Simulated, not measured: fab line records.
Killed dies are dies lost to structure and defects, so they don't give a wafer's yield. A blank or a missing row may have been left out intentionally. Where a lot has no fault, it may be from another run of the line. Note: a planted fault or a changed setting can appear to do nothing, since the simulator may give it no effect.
Which tool did it? ; flow nandHarc ; route of 1302 steps, sampled at 1 step: 24 lots, 72 wafers

== WHAT THE GAUGES READ, wafer by wafer ==
NHARC_A_ZERO_WELL_INSPECT_17. Usual: 9 for rawDefectCount, sd 5.5.
lot;measured;on;rawDefectCount;flag
L074;day 6 22:44;defectInspect-02;14 18 20;
L075;day 6 23:59;defectInspect-01;4 5 5;
L077;day 8 01:01;defectInspect-02;5 5 3;
L076;day 8 03:04;defectInspect-02;13 8 10;
L078;day 8 14:42;defectInspect-01;7 4 3;
L079;day 8 23:34;defectInspect-02;27 20 11;
L080;day 9 04:59;defectInspect-01;4 7 8;
L081;day 9 23:08;defectInspect-02;9 8 6;
L082;day 9 23:30;defectInspect-02;9 13 7;
L083;day 10 13:09;defectInspect-02;6 4 4;
L084;day 11 01:06;defectInspect-02;6 5 14;
L085;day 11 08:12;defectInspect-02;7 6 3;
L086;day 11 19:44;defectInspect-02;22 14 13;
L087;day 12 06:13;defectInspect-02;6 8 1;
L088;day 12 20:38;defectInspect-01;6 3 9;
L089;day 13 07:26;defectInspect-02;12 7 8;
L090;day 13 21:23;defectInspect-02;4 3 8;
L091;day 13 23:39;defectInspect-01;18 9 5;
L092;day 14 06:37;defectInspect-01;21 10 6;
L093;day 14 18:00;defectInspect-01;13 12 5;
L094;day 14 23:53;defectInspect-01;7 3 6;
L095;day 15 23:02;defectInspect-02;8 18 9;
L096;day 16 02:59;defectInspect-01;9 15 6;
L097;day 16 06:19;defectInspect-01;6 11 4;

== EACH LOT AND THE TOOL THAT RAN IT (in order: tool; ch and the chambers of the sampled wafers; start) ==
The record holds no process step before these readings.

== AS READ BY THE TOOLS THEMSELVES (means over the sampled wafers that have a number; for cases with no such wafer, the mark the record gives instead) ==
The record holds no such reading with a usual standard deviation.

== THE ANSWER, worked out from the rows above alone ==
Rule: a lot counts as off when the mean over its wafers that have a number is more than 3 standard deviations away from the usual mean. A lot without any number at a reading at which 4 lots or more have one is off too. Any other lot the step has rows for is counted as sound. After the gauges, taken in route order, come the tools' own readings; for these a lot's mean is taken, as printed above. The first step at which some lot is off is used, and at that step the reading that is off furthest; a lot without a number counts as furthest.
No lot is off on any of the readings shown, so nothing can be concluded from this.

== WHAT HAD BEEN PUT IN BY THE SIMULATOR ==
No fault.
